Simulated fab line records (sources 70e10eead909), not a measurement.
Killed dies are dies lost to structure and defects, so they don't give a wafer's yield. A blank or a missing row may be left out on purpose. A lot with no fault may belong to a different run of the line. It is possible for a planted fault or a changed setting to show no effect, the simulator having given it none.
Matching of chambers -- flow nand harc -- NHARC_A_M0_ETCH_34 on rie diel-05: 4 sister chambers
The step etches the open film in N2/H2, target depth 40 nm, overetch 12 nm, time 43.94 s. 4 wafers are shown with their chamber, then 9 later ones without.

WAFERS PAIRED WITH THEIR CHAMBERS
wafer,chamber,drypump motor current A (A)
L083.3,3,5.4
L085.1,0,5.4
L085.2,2,5.4
L085.6,1,6.3

WAFERS WHOSE CHAMBER IS MISSING
wafer,drypump motor current A (A)
L089.3,5.5
L089.5,5.4
L089.6,6.3
L091.1,5.5
L091.3,5.4
L091.5,5.3
L095.4,5.4
L095.5,6.3
L095.6,5.4

WHICH CHAMBER EACH WENT THROUGH
wafer,from the rows above,in truth
L089.3,can't be placed: 0 or 2 or 3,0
L089.5,can't be placed: 0 or 2 or 3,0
L089.6,1,1
L091.1,can't be placed: 0 or 2 or 3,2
L091.3,can't be placed: 0 or 2 or 3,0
L091.5,can't be placed: 0 or 2 or 3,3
L095.4,can't be placed: 0 or 2 or 3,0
L095.5,1,1
L095.6,can't be placed: 0 or 2 or 3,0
Correctly placed: 2 of 9. Cannot be placed on the basis of these rows: 7; the candidates contain the true chamber in 7. 0 placed wrongly.
How it was worked out, from the rows above alone: a wafer's distance from a chamber is the root of the sum, over the readings, of the square of ((its reading less the chamber's mean) divided by the reading's scatter). The wafer belongs to the nearest chamber; if the next one is less than 2 further off, it can't be placed. Each chamber's mean is taken over the wafers shown for it. The scatter: root of mean squared gap, hidden wafer to nearest shown wafer, with one shown wafer a chamber.
